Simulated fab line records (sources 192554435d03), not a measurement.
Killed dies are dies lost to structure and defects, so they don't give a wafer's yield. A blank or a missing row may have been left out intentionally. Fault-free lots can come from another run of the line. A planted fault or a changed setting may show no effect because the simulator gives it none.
Which tool did it? + flow n5Finfet + 12 lots with 32 wafers sampled at 3 steps, on a route of 1938 steps

WHAT THE GAUGES READ, wafer by wafer
N5_PMOS_HMC_CHANNEL_EPI_CD_MEAS_09: target cd 237.4 nm.
| lot  | measured    | on       | cdNm (nm)         |
|------|-------------|----------|-------------------|
| L679 | day 1 16:53 | cdSem-03 | 240.4 238.2 238.7 |
| L682 | day 2 11:45 | cdSem-03 | 238.6 239.4 239.6 |
| L683 | day 2 17:16 | cdSem-01 | 237.9 238.5       |
| L684 | day 2 23:26 | cdSem-01 | 238.5 238.8       |
| L685 | day 3 04:59 | cdSem-01 | 235.7 236.5       |
| L687 | day 3 17:55 | cdSem-02 | 237.3 237.8 236.3 |
| L690 | day 4 11:26 | cdSem-01 | 237.9 237.2 239.3 |
| L691 | day 4 17:02 | cdSem-03 | 239.3 238.6       |
| L692 | day 4 23:13 | cdSem-03 | 237.1 237.8 237.9 |
| L693 | day 5 05:52 | cdSem-03 | 245.0 242.5 243.2 |
| L695 | day 5 17:13 | cdSem-02 | 244.6 244.9 244.2 |
| L698 | day 6 11:22 | cdSem-02 | 242.8 243.6 243.2 |

TOOL THAT RAN EACH LOT (tool first, then ch and the chambers of the sampled wafers, then the start)
| lot  | N5_WELL_APT_DESCUM_30            | N5_PMOS_HMC_CHANNEL_EPI_PEB_07  |
|------|----------------------------------|---------------------------------|
| L679 | rieDiel-04 ch 1,2, day 1 14:53   | lithoTrack-03 ch 0, day 1 16:49 |
| L682 | rieDiel-01 ch 0,2,3, day 2 09:33 | lithoTrack-03 ch 0, day 2 11:41 |
| L683 | rieDiel-02 ch 1,2, day 2 15:09   | lithoTrack-05 ch 0, day 2 17:11 |
| L684 | rieDiel-01 ch 1,3, day 2 21:29   | lithoTrack-03 ch 0, day 2 23:22 |
| L685 | rieDiel-01 ch 0,2, day 3 02:53   | lithoTrack-05 ch 0, day 3 04:55 |
| L687 | rieDiel-04 ch 1,2,3, day 3 15:53 | lithoTrack-05 ch 0, day 3 17:50 |
| L690 | rieDiel-02 ch 2,3, day 4 09:08   | lithoTrack-05 ch 0, day 4 11:22 |
| L691 | rieDiel-04 ch 0,1, day 4 15:04   | lithoTrack-05 ch 0, day 4 16:58 |
| L692 | rieDiel-04 ch 0,2, day 4 21:07   | lithoTrack-05 ch 0, day 4 23:10 |
| L693 | rieDiel-04 ch 0,1,2, day 5 03:19 | lithoTrack-05 ch 0, day 5 05:47 |
| L695 | rieDiel-04 ch 0,1,3, day 5 15:04 | lithoTrack-05 ch 0, day 5 17:09 |
| L698 | rieDiel-01 ch 0,2, day 6 09:20   | lithoTrack-05 ch 0, day 6 11:17 |
- N5_WELL_APT_DESCUM_30: chemistry O2, time 7.9 s.
- N5_PMOS_HMC_CHANNEL_EPI_PEB_07: peb time 60 s.

WHAT THE TOOLS THEMSELVES READ (means of the sampled wafers that have a number; where no wafer has one, the mark that the record gives instead)
N5_WELL_APT_DESCUM_30.
| lot  | tool       | drypumpMotorCurrentA (A) | oesProductAu (a.u.) | rfVppV (V) | showerheadPlenumPTorr (Torr) | throttleValvePct (%) |
|------|------------|--------------------------|---------------------|------------|------------------------------|----------------------|
| L679 | rieDiel-04 | 5.1                      | 0.78                | 244.4      | 2.15                         | 20.62                |
| L682 | rieDiel-01 | 5.7                      | 0.82                | 242.1      | 2.07                         | 20.47                |
| L683 | rieDiel-02 | 5.5                      | 0.82                | 243.7      | 2.15                         | 20.16                |
| L684 | rieDiel-01 | 5.7                      | 0.81                | 242.8      | 2.04                         | 20.37                |
| L685 | rieDiel-01 | 5.9                      | 0.82                | 242.8      | 2.09                         | 20.41                |
| L687 | rieDiel-04 | 5.4                      | 0.76                | 243.9      | 2.16                         | 20.53                |
| L690 | rieDiel-02 | 5.2                      | 0.88                | 244.0      | 2.17                         | 20.45                |
| L691 | rieDiel-04 | 5.7                      | 0.76                | 242.9      | 2.07                         | 20.48                |
| L692 | rieDiel-04 | 5.3                      | 0.71                | 242.6      | 2.04                         | 20.56                |
| L693 | rieDiel-04 | 5.3                      | 0.74                | 243.3      | 2.09                         | 20.57                |
| L695 | rieDiel-04 | 5.6                      | 0.75                | 242.7      | 2.10                         | 20.45                |
| L698 | rieDiel-01 | 6.0                      | 0.78                | 242.9      | 2.07                         | 20.51                |

THE ANSWER, worked out from the rows above alone
Rule: the usual values come from the lots themselves. Put in order of their means at a reading, lots are off if they are a third of the lots or fewer, leave a main group of 4 or more, and stand apart from it by a gap of 3 or more times the standard deviation of the main group's means; of several such gaps the widest counts. Not used: any main group whose means are identical at the precision the tables above print for the reading. A lot without any number at a reading at which 4 lots or more have one is off too. Where the step has rows for the other lots, those lots are counted as sound. The gauges are gone through in route order, then the tools' own readings, and for those a lot's mean is taken as printed above. The first step at which some lot is off is used, and at that step the reading that is off furthest; a lot without a number counts as furthest.
Off, at N5_PMOS_HMC_CHANNEL_EPI_CD_MEAS_09 on cdNm: L693, L695, L698. The main group has a mean of 238.1 nm with a standard deviation of 0.97.
A tool fits if, at a process step before that reading, it ran every lot that is off, and no sound lot after the first of them. The gauges at N5_PMOS_HMC_CHANNEL_EPI_CD_MEAS_09 are tried like those tools. One candidate fits, namely lithoTrack-05 at N5_PMOS_HMC_CHANNEL_EPI_PEB_07. Its last sound lot is L692 (day 4 23:10), its first lot that is off L693 (day 5 05:47): a fault that began between those two fits.

WHAT HAD BEEN PUT IN BY THE SIMULATOR
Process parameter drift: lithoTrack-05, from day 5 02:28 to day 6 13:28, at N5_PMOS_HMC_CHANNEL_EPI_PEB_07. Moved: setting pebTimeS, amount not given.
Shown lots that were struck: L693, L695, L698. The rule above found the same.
